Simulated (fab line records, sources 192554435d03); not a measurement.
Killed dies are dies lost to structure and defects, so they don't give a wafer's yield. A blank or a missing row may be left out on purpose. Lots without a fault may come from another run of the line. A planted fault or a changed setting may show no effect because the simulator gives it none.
fab line records | flow n5_finfet | part 1 of 2: steps 1 to 17 of 23
record lots=5 wafers=15 last_day=17
route steps=1938 shown DUMMY_GATE@226
lots that met no fault: from a run of the same line without faults
start_h: hours from the record's first day to the start of the lot's first wafer shown | wait_h: hours since the lot's step before | " the same as in the row above | L1.1+2: a row that stands for several wafers | - no value, or no start given | * or withheld: withheld | < > ~ a bound
route shown NAME@n: a module of which the file shows steps, and the number in the route of the first | usual: mean/standard deviation of fault-free wafers | same: alike in all rows | chamber/n: place in a boat | sites: the reading at each site | _std_site: their standard deviation | _edge_site: outer sites' mean less inner sites' | radius_mm: how far each site lies from the wafer's centre | mask NAME#n: copy n | behind: the tool/chamber that last shaped the wafer | hold: why the lot was held/for how many hours/how that ended | device: the transistor (n, p or np) that didn't switch | end of line: the same wafers' tests at the end of the route | a step without rows: its recipe alone | killed: dies lost to structure and defects at the first sort, not the wafer's yield | map: a wafer's dies, x killed, . not, _ none there
set.NAME: the setting as run; set.NAME@STEP: as run at that earlier step | model.NAME: the simulator's own value behind a step, which no gauge read
lots at some steps of the route; a table a step, a row a wafer
services: from which hour (start_h, from the record's first day; less than 0 if before it) a tool's chamber was out of use, for how many hours, and why
## steps
# step N5_DUMMY_GATE_EBR_11
# recipe solvent=PGMEA ebr_width_mm=1.5
# usual chill_plate_temp_C=23.02/0.086 resist_line_temp_C=23.00/0.12
# columns lot.wafer tool chamber start_h wait_h chill_plate_temp_C resist_line_temp_C
L083.3 litho_track-05 0 - - 23.00 22.89
L083.4 " 0 " " 23.03 23.12
L083.5 " 0 " " 23.03 22.89
L084.1 litho_track-04 0 - - 22.83 22.92
L084.4 " 0 " " 22.90 22.97
L084.5 " 0 " " 23.03 22.78
L090.1 litho_track-04 0 - - 22.96 22.94
L090.2 " 0 " " 22.92 23.07
L090.6 " 0 " " 23.12 22.90
L091.1 litho_track-05 0 - - 23.08 23.36
L091.4 " 0 " " 23.02 23.13
L091.5 " 0 " " 23.07 22.92
L096.1 litho_track-04 0 - - 23.02 23.19
L096.3 " 0 " " 22.98 23.01
L096.4 " 0 " " 23.01 23.07
# step N5_DUMMY_GATE_SOFTBAKE_10
# recipe temp_c=110 time_s=60 resist=CAR-EUV
# usual chill_plate_temp_C=22.99/0.11 resist_line_temp_C=22.99/0.11
# same time_s=60
# columns lot.wafer tool chamber start_h wait_h chill_plate_temp_C resist_line_temp_C
L083.3 litho_track-05 0 - - 23.12 22.94
L083.4 " 0 " " 22.86 22.84
L083.5 " 0 " " 22.94 22.93
L084.1 litho_track-04 0 - - 23.14 22.99
L084.4 " 0 " " 23.01 22.86
L084.5 " 0 " " 22.84 22.95
L090.1 litho_track-04 0 - - 22.98 23.11
L090.2 " 0 " " 23.07 23.04
L090.6 " 0 " " 22.90 23.05
L091.1 litho_track-05 0 - - 22.88 22.88
L091.4 " 0 " " 22.84 22.98
L091.5 " 0 " " 22.95 22.97
L096.1 litho_track-04 0 - - 22.98 22.84
L096.3 " 0 " " 23.00 22.89
L096.4 " 0 " " 23.00 22.91
# step N5_DUMMY_GATE_EXPOSE_12
# recipe mask_id=GATE na=0.33 source_shape=annular sigma_inner=0.2 sigma_outer=0.6 polarization=unpolarized target_cd_nm=25 dose_mj=34
# columns lot.wafer tool chamber start_h wait_h mask
L083.3+4+5 euv_scanner-02 0 99.04 - GATE#0
L084.1+4+5 euv_scanner-01 0 109.46 - GATE#0
L090.1+2+6 euv_scanner-01 0 141.95 - GATE#0
L091.1+4+5 euv_scanner-02 0 146.72 - GATE#0
L096.1+3+4 euv_scanner-01 0 176.72 - GATE#0
# step N5_DUMMY_GATE_PEB_13
# recipe peb_temp_c=100 peb_time_s=60 resist=CAR-EUV
# usual chill_plate_temp_C=22.99/0.11 resist_line_temp_C=23.01/0.098
# same peb_time_s=60
# columns lot.wafer tool chamber start_h wait_h chill_plate_temp_C resist_line_temp_C
L083.3 litho_track-04 0 99.09 0.0 23.12 23.03
L083.4 " 0 " " 22.91 23.03
L083.5 " 0 " " 22.96 23.05
L084.1 litho_track-03 0 109.52 0.1 22.79 22.97
L084.4 " 0 " " 23.01 22.82
L084.5 " 0 " " 22.97 22.98
L090.1 litho_track-05 0 142.01 0.1 22.99 22.96
L090.2 " 0 " " 22.78 23.11
L090.6 " 0 " " 22.92 23.08
L091.1 litho_track-04 0 146.78 0.1 22.87 22.97
L091.4 " 0 " " 22.93 23.11
L091.5 " 0 " " 22.92 23.09
L096.1 litho_track-04 0 176.78 0.1 22.99 22.97
L096.3 " 0 " " 23.20 23.02
L096.4 " 0 " " 23.04 23.10
# step N5_DUMMY_GATE_DEVELOP_14
# recipe develop_time_s=30 developer=TMAH resist=CAR-EUV rinse_liquid=surfactant_rinse dry=air_spin dev_temp_c=23
# usual chill_plate_temp_C=23.01/0.11 resist_line_temp_C=22.98/0.1
# columns lot.wafer tool chamber start_h wait_h chill_plate_temp_C resist_line_temp_C
L083.3 litho_track-04 0 - - 22.98 22.95
L083.4 " 0 " " 22.96 22.97
L083.5 " 0 " " 22.93 23.04
L084.1 litho_track-03 0 - - 23.02 22.93
L084.4 " 0 " " 23.03 22.93
L084.5 " 0 " " 22.93 23.01
L090.1 litho_track-05 0 - - 23.06 22.97
L090.2 " 0 " " 22.97 23.14
L090.6 " 0 " " 23.16 22.96
L091.1 litho_track-04 0 - - 22.93 22.97
L091.4 " 0 " " 22.72 23.17
L091.5 " 0 " " 22.88 22.98
L096.1 litho_track-04 0 - - 23.13 22.93
L096.3 " 0 " " 23.21 22.84
L096.4 " 0 " " 23.14 22.94
# step N5_DUMMY_GATE_CD_MEAS_15
# recipe target_cd_nm=25.8 landing_energy_ev=500 detector=se_inlens
# usual cd_nm=24.96/0.23
# columns lot.wafer tool chamber start_h wait_h cd_nm
L083.3 cd_sem-02 0 99.16 - 25.12
L083.4 " 0 " " 25.11
L083.5 " 0 " " 24.93
L084.1 cd_sem-03 0 109.59 - 25.09
L084.4 " 0 " " 25.05
L084.5 " 0 " " 24.67
L090.1 cd_sem-03 0 142.08 - 24.84
L090.2 " 0 " " 24.60
L090.6 " 0 " " 24.92
L091.1 cd_sem-01 0 146.85 - 25.18
L091.4 " 0 " " 24.95
L091.5 " 0 " " 24.98
L096.1 cd_sem-02 0 176.84 - 25.07
L096.3 " 0 " " 24.92
L096.4 " 0 " " 25.24
# step N5_DUMMY_GATE_OVL_MEAS_16
# recipe points_per_wafer=522
# usual GATE_OVL=0.1/0.55
# columns lot.wafer tool chamber start_h wait_h GATE_OVL[nm]
L083.3 overlay-02 0 99.21 0.0 0.3
L083.4 " 0 " " 0.0
L083.5 " 0 " " 0.5
L084.1 overlay-02 0 109.63 0.0 -0.6
L084.4 " 0 " " -0.9
L084.5 " 0 " " -0.6
L090.1 overlay-02 0 142.12 0.0 -0.6
L090.2 " 0 " " 1.2
L090.6 " 0 " " 0.7
L091.1 overlay-01 0 146.89 0.0 -0.9
L091.4 " 0 " " 0.4
L091.5 " 0 " " -0.3
L096.1 overlay-01 0 176.88 0.0 0.7
L096.3 " 0 " " -0.2
L096.4 " 0 " " 0.2
# step N5_DUMMY_GATE_INSPECT_17
# recipe mode=adi inspect_instrument=brightfield
# usual raw_defect_count=184/54
# columns lot.wafer tool chamber start_h wait_h raw_defect_count
L083.3 defect_inspect-02 - 99.26 0.0 185
L083.4 " - " " 230
L083.5 " - " " 197
L084.1 defect_inspect-01 - 109.70 0.1 250
L084.4 " - " " 174
L084.5 " - " " 172
L090.1 defect_inspect-01 - 142.17 0.1 135
L090.2 " - " " 132
L090.6 " - " " 172
L091.1 defect_inspect-02 - 146.94 0.1 98
L091.4 " - " " 108
L091.5 " - " " 82
L096.1 defect_inspect-01 - 176.94 0.1 271
L096.3 " - " " 233
L096.4 " - " " 262
# step N5_DUMMY_GATE_DESCUM_20
# recipe chemistry=O2 time_s=6.2 source_power_w=50 bias_power_w=20 pressure_mtorr=20 rf_frequency_hz=2.712e+07 temp_c=40 resist=CAR-EUV o2_flow_sccm=225
# usual drypump_motor_current_A=5.8/0.42 o2_flow_sccm=225.0/0.69 oes_product_au=0.80/0.074 rf_fwd_power_W=49.67/0.16 rf_vpp_V=243.3/1.3 showerhead_plenum_p_Torr=2.10/0.063 throttle_valve_pct=20.42/0.2
# same time_s=6.2
# columns lot.wafer tool chamber start_h wait_h drypump_motor_current_A o2_flow_sccm oes_product_au rf_fwd_power_W rf_hours_counter_h rf_vpp_V showerhead_plenum_p_Torr throttle_valve_pct
L083.3 rie_diel-05 3 99.29 0.0 6.2 225.0 0.74 49.68 197 244.5 2.15 20.30
L083.4 " 1 " " 6.1 224.6 0.81 49.74 83 242.9 2.04 20.50
L083.5 " 0 " " 5.9 225.6 0.69 49.83 - 245.4 2.16 20.76
L084.1 rie_diel-01 0 109.73 0.0 6.1 225.7 0.73 50.05 200 244.1 2.17 20.44
L084.4 " 1 " " 6.3 225.3 0.88 49.59 30 243.1 2.04 20.01
L084.5 " 2 " " 5.1 223.6 0.83 49.55 - 243.2 2.05 20.55
L090.1 rie_diel-04 3 142.21 0.0 5.7 224.8 0.69 49.52 238 242.0 1.99 20.67
L090.2 " 0 " " 5.1 225.9 0.77 49.78 145 243.4 2.09 20.29
L090.6 " 1 " " 5.8 224.9 0.87 49.64 - 245.4 2.22 20.44
L091.1 rie_diel-05 3 146.98 0.0 6.2 224.5 0.73 49.61 213 243.6 2.14 20.31
L091.4 " 3 " " 6.2 224.5 0.72 49.56 - 244.2 2.14 20.33
L091.5 " 1 " " 6.1 225.0 0.80 49.81 - 241.8 2.03 20.53
L096.1 rie_diel-01 1 176.98 0.0 6.3 225.5 0.84 49.65 58 242.4 2.03 20.05
L096.3 " 3 " " 6.0 224.4 0.79 49.66 146 243.1 2.10 20.28
L096.4 " 3 " " 6.0 225.1 0.79 49.54 - 243.4 2.10 20.28
# step N5_DUMMY_GATE_ETCH_29
# recipe chemistry=N2/H2 target=underlayer target_depth_a=130 ion_energy_ev=200 pressure_mtorr=30 source_w=840 bias_w=150 n2_flow_sccm=200 h2_flow_sccm=200
# usual drypump_motor_current_A=5.8/0.42 oes_product_au=0.80/0.072 rf_fwd_power_W=832/3.8 rf_vpp_V=524.2/2.4 showerhead_plenum_p_Torr=2.55/0.084 throttle_valve_pct=17.86/0.19
# columns lot.wafer tool chamber start_h wait_h drypump_motor_current_A oes_product_au rf_fwd_power_W rf_hours_counter_h rf_vpp_V showerhead_plenum_p_Torr throttle_valve_pct
L083.3 rie_diel-05 3 99.35 0.0 6.3 0.75 831 197 525.1 2.63 17.93
L083.4 " 1 " " 6.1 0.82 834 83 522.2 2.46 17.82
L083.5 " 0 " " 5.9 0.66 830 - 526.3 2.61 18.22
L084.1 rie_diel-01 0 109.80 0.0 6.1 0.74 832 200 525.7 2.63 17.88
L084.4 " 1 " " 6.4 0.88 834 30 521.8 2.49 17.65
L084.5 " 2 " " 5.2 0.84 829 - 519.9 2.47 17.86
L090.1 rie_diel-04 3 142.27 0.0 5.7 0.68 831 238 518.7 2.39 17.90
L090.2 " 0 " " 5.1 0.79 833 145 524.5 2.52 17.64
L090.6 " 1 " " 5.9 0.89 831 - 528.1 2.70 17.85
L091.1 rie_diel-05 3 147.04 0.0 6.2 0.73 838 213 524.7 2.62 17.95
L091.4 " 3 " " 6.3 0.72 838 - 526.4 2.62 17.95
L091.5 " 1 " " 6.1 0.80 835 - 523.6 2.45 17.87
L096.1 rie_diel-01 1 177.04 0.0 6.3 0.83 832 58 521.4 2.48 17.68
L096.3 " 3 " " 6.0 0.78 826 146 523.5 2.54 17.63
L096.4 " 3 " " 6.0 0.78 830 - 524.0 2.54 17.64
# step N5_DUMMY_GATE_ETCH_36
# recipe chemistry=CF4 target=SiARC target_depth_a=130 pressure_mtorr=40 source_w=545 bias_w=36 Ar_flow_sccm=100 cf4_flow_sccm=100 ion_energy_ev=80
# usual drypump_motor_current_A=5.8/0.43 oes_product_au=0.80/0.072 rf_fwd_power_W=539.3/2.1 rf_vpp_V=184.3/1.1 showerhead_plenum_p_Torr=2.16/0.061 throttle_valve_pct=15.61/0.15
# columns lot.wafer tool chamber start_h wait_h drypump_motor_current_A oes_product_au rf_fwd_power_W rf_hours_counter_h rf_vpp_V showerhead_plenum_p_Torr throttle_valve_pct
L083.3 rie_diel-05 3 99.39 0.0 6.2 0.75 543.1 197 186.7 2.21 15.68
L083.4 " 1 " " 6.2 0.82 542.3 83 182.5 2.10 15.68
L083.5 " 0 " " 5.9 0.67 540.0 - 184.1 2.20 15.90
L084.1 rie_diel-01 0 109.84 0.0 6.1 0.73 544.4 200 185.6 2.20 15.57
L084.4 " 1 " " 6.3 0.88 537.6 30 183.8 2.11 15.29
L084.5 " 2 " " 5.1 0.84 538.9 - 182.5 2.09 15.62
L090.1 rie_diel-04 3 142.31 0.0 5.7 0.69 540.6 238 183.2 2.03 15.76
L090.2 " 0 " " 5.1 0.79 539.1 145 183.0 2.14 15.53
L090.6 " 1 " " 5.9 0.89 541.6 - 185.2 2.27 15.58
L091.1 rie_diel-05 3 147.08 0.0 6.3 0.73 543.0 213 185.7 2.20 15.70
L091.4 " 3 " " 6.3 0.73 540.4 - 184.4 2.21 15.71
L091.5 " 1 " " 6.1 0.80 540.1 - 184.6 2.09 15.69
L096.1 rie_diel-01 1 177.08 0.0 6.3 0.84 539.2 58 181.8 2.10 15.34
L096.3 " 3 " " 6.0 0.77 538.4 146 182.5 2.15 15.56
L096.4 " 3 " " 6.0 0.76 539.6 - 184.0 2.15 15.56
# step N5_DUMMY_GATE_ETCH_37
# recipe chemistry=N2/H2 target=SOC target_depth_a=600 overetch_a=300 temp_c=40 ion_energy_ev=200 pressure_mtorr=30 source_w=840 bias_w=150 n2_flow_sccm=200 h2_flow_sccm=200
# usual drypump_motor_current_A=5.8/0.43 oes_product_au=0.63/0.056 rf_fwd_power_W=831/3.2 rf_vpp_V=524.3/2.4 showerhead_plenum_p_Torr=2.55/0.084 throttle_valve_pct=17.79/0.19
# columns lot.wafer tool chamber start_h wait_h drypump_motor_current_A oes_product_au rf_fwd_power_W rf_hours_counter_h rf_vpp_V showerhead_plenum_p_Torr throttle_valve_pct
L083.3 rie_diel-05 3 99.43 0.0 6.3 0.58 833 197 526.7 2.63 17.85
L083.4 " 1 " " 6.2 0.65 828 83 521.9 2.46 17.77
L083.5 " 0 " " 5.9 0.55 829 - 525.8 2.61 18.17
L084.1 rie_diel-01 0 109.88 0.0 6.1 0.57 837 200 526.4 2.63 17.82
L084.4 " 1 " " 6.4 0.70 834 30 522.7 2.49 17.57
L084.5 " 2 " " 5.1 0.66 827 - 522.0 2.47 17.82
L090.1 rie_diel-04 3 142.35 0.0 5.7 0.54 834 238 519.2 2.38 17.84
L090.2 " 0 " " 5.1 0.60 832 145 523.1 2.52 17.56
L090.6 " 1 " " 5.8 0.70 832 - 527.9 2.70 17.76
L091.1 rie_diel-05 3 147.12 0.0 6.2 0.57 830 213 525.6 2.62 17.86
L091.4 " 3 " " 6.2 0.57 833 - 526.0 2.62 17.88
L091.5 " 1 " " 6.2 0.63 837 - 521.1 2.45 17.79
L096.1 rie_diel-01 1 177.12 0.0 6.3 0.66 830 58 521.9 2.48 17.61
L096.3 " 3 " " 6.0 0.62 830 146 523.0 2.54 17.57
L096.4 " 3 " " 6.0 0.62 832 - 525.2 2.54 17.56
# step N5_DUMMY_GATE_STRIP_38
# recipe chemistry=N2/H2 temp_c=40 n2_flow_sccm=200 h2_flow_sccm=200 rf_frequency_hz=6e+07
# columns lot.wafer tool chamber start_h wait_h
L083.3+4+5 rie_diel-05 3,1,0 99.47 0.0
L084.1+4+5 rie_diel-01 0,1,2 109.92 0.0
L090.1+2+6 rie_diel-04 3,0,1 142.39 0.0
L091.1+4+5 rie_diel-05 3,3,1 147.16 0.0
L096.1+3+4 rie_diel-01 1,3,3 177.16 0.0
# step N5_DUMMY_GATE_STRIP_39
# recipe chemistry=N2/H2 temp_c=40 n2_flow_sccm=200 h2_flow_sccm=200 rf_frequency_hz=6e+07
# columns lot.wafer tool chamber start_h wait_h
L083.3+4+5 rie_diel-05 3,1,0 99.48 0.0
L084.1+4+5 rie_diel-01 0,1,2 109.93 0.0
L090.1+2+6 rie_diel-04 3,0,1 142.40 0.0
L091.1+4+5 rie_diel-05 3,3,1 147.17 0.0
L096.1+3+4 rie_diel-01 1,3,3 177.17 0.0
# step N5_DUMMY_GATE_TRIM_49
# recipe chemistry=O2 resist=SOC time_s=29 target_cd_nm=14 source_power_w=300 bias_power_w=0 O2_flow_sccm=100 temp_c=20
# usual drypump_motor_current_A=5.8/0.51 oes_product_au=1.005/0.014 rf_fwd_power_W=298.3/1 throttle_valve_pct=8.12/0.15
# same time_s=29
# columns lot.wafer tool chamber start_h wait_h drypump_motor_current_A oes_product_au rf_fwd_power_W rf_hours_counter_h throttle_valve_pct
L083.3 rie_si-01 3 99.51 0.0 6.7 1.043 299.4 30 8.31
L083.4 " 0 " " 5.3 1.011 298.2 135 8.13
L083.5 " 1 " " 6.4 0.995 298.4 - 8.08
L084.1 rie_si-03 1 109.97 0.0 5.4 1.005 298.8 187 8.21
L084.4 " 3 " " 6.2 1.038 299.5 0 7.91
L084.5 " 3 " " 6.2 1.026 298.4 - 7.90
L090.1 rie_si-03 2 142.43 0.0 5.0 0.996 297.9 91 8.09
L090.2 " 1 " " 5.4 1.001 298.8 187 8.22
L090.6 " 1 " " 5.4 1.008 300.2 - 8.23
L091.1 rie_si-02 0 147.20 0.0 5.4 1.002 298.9 34 7.81
L091.4 " 2 " " 5.7 1.001 297.8 - 8.14
L091.5 " 3 " " 6.1 1.003 299.6 - 7.99
L096.1 rie_si-01 1 177.21 0.0 6.4 0.986 298.7 87 8.09
L096.3 " 3 " " 6.7 1.038 297.9 32 8.31
L096.4 " 2 " " 6.1 0.995 297.1 12 8.25
# step N5_DUMMY_GATE_STRIP_40
# recipe chemistry=CF4 resist=SiARC power_w=300 bias_power_w=75 pressure_mtorr=50 cf4_flow_sccm=150 rf_frequency_hz=6e+07
# usual drypump_motor_current_A=5.7/0.38 oes_product_au=0.78/0.077 rf_fwd_power_W=292.6/0.84 rf_vpp_V=271.4/1.6 showerhead_plenum_p_Torr=1.81/0.07 throttle_valve_pct=13.61/0.18
# columns lot.wafer tool chamber start_h wait_h drypump_motor_current_A oes_product_au rf_fwd_power_W rf_hours_counter_h rf_vpp_V showerhead_plenum_p_Torr throttle_valve_pct
L083.3 rie_diel-05 1 99.61 0.1 6.1 0.81 291.5 83 269.7 1.75 13.61
L083.4 " 2 " " 5.3 0.80 293.6 82 272.2 1.81 13.64
L083.5 " 2 " " 5.3 0.80 291.5 - 271.6 1.81 13.68
L084.1 rie_diel-04 3 110.07 0.1 5.7 0.69 292.6 226 270.2 1.71 13.77
L084.4 " 1 " " 5.9 0.90 293.1 24 272.7 1.92 13.51
L084.5 " 2 " " 5.6 0.68 294.0 - 268.6 1.71 13.79
L090.1 rie_diel-04 3 142.53 0.1 5.7 0.68 293.3 238 269.9 1.70 13.80
L090.2 " 1 " " 5.8 0.86 292.7 37 272.2 1.91 13.53
L090.6 " 1 " " 5.8 0.86 292.5 - 272.9 1.91 13.54
L091.1 rie_diel-04 1 147.30 0.1 5.8 0.86 290.9 39 274.2 1.91 13.53
L091.4 " 0 " " 5.1 0.76 293.9 147 270.8 1.79 13.48
L091.5 " 2 " " 5.6 0.95 294.1 - 274.1 1.92 13.24
L096.1 rie_diel-01 3 177.31 0.1 6.0 0.77 293.1 146 270.0 1.80 13.52
L096.3 " 1 " " 6.3 0.83 292.2 58 270.6 1.77 13.32
L096.4 " 2 " " 5.2 0.81 292.4 - 269.9 1.74 13.60
# step N5_DUMMY_GATE_CD_MEAS_50
# recipe target_cd_nm=14
# usual cd_nm=13.9/0.4
# columns lot.wafer tool chamber start_h wait_h cd_nm
L083.3 cd_sem-02 - 99.67 0.0 14.0
L083.4 " - " " 14.5
L083.5 " - " " 14.5
L084.1 cd_sem-01 - 110.12 0.0 13.6
L084.4 " - " " 14.2
L084.5 " - " " 14.1
L090.1 cd_sem-01 - 142.58 0.0 13.9
L090.2 " - " " 13.4
L090.6 " - " " 13.5
L091.1 cd_sem-01 - 147.35 0.0 14.0
L091.4 " - " " 14.5
L091.5 " - " " 13.5
L096.1 cd_sem-03 - 177.36 0.0 14.0
L096.3 " - " " 15.0
L096.4 " - " " 14.1
